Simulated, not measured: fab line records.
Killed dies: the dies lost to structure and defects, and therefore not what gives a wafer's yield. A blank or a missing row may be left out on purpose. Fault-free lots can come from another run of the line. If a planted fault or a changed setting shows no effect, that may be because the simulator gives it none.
Chamber matching -- flow n5-finfet -- uv-cure-01 running N5_BEOL_M5_CURE_80: 3 sister chambers
The step cures SiCOH lowk, time 120 s. 6 wafers are shown with their chamber, then 8 later ones without.

== EACH WAFER AND ITS CHAMBER ==
wafer,chamber,wafer_temp_C_max,lamp-power-pct (%)
L078.6,0,371.5,52.35
L085.3,2,371.6,52.37
L085.4,2,371.6,52.37
L084.2,1,371.9,52.32
L084.3,1,372.5,52.24
L087.3,0,371.1,52.40

== WAFERS WITHOUT THEIR CHAMBER ==
wafer,wafer_temp_C_max,lamp-power-pct (%)
L087.4,371.4,52.40
L087.5,371.6,52.34
L090.1,371.5,52.36
L090.2,371.8,52.29
L090.3,371.9,52.25
L093.3,372.3,52.33
L093.4,371.7,52.38
L093.5,371.9,52.33

== CHAMBER TAKEN BY EACH ==
wafer,from the rows above,in truth
L087.4,can't be placed: 0 or 2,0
L087.5,can't be placed: 2 or 0 or 1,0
L090.1,can't be placed: 2 or 0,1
L090.2,can't be placed: 1 or 2 or 0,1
L090.3,can't be placed: 1 or 2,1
L093.3,can't be placed: 1 or 2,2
L093.4,can't be placed: 2 or 0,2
L093.5,can't be placed: 2 or 1 or 0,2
Correctly placed: 0 of 8. Not placeable from these rows: 8 (in 7, the candidates include the true chamber). 0 placed wrongly.
How it was worked out, from the rows above alone: a wafer's distance from a chamber is the root of the sum, over the readings, of the square of ((its reading less the chamber's mean) divided by the reading's scatter). The wafer belongs to the nearest chamber; if the next one is less than 2 further off, it can't be placed. A chamber's mean is the mean of its shown wafers. How the scatter is found: for the shown wafers, subtract from each reading the mean of its chamber, square and add these, divide the total by (wafers less chambers), then take the root.
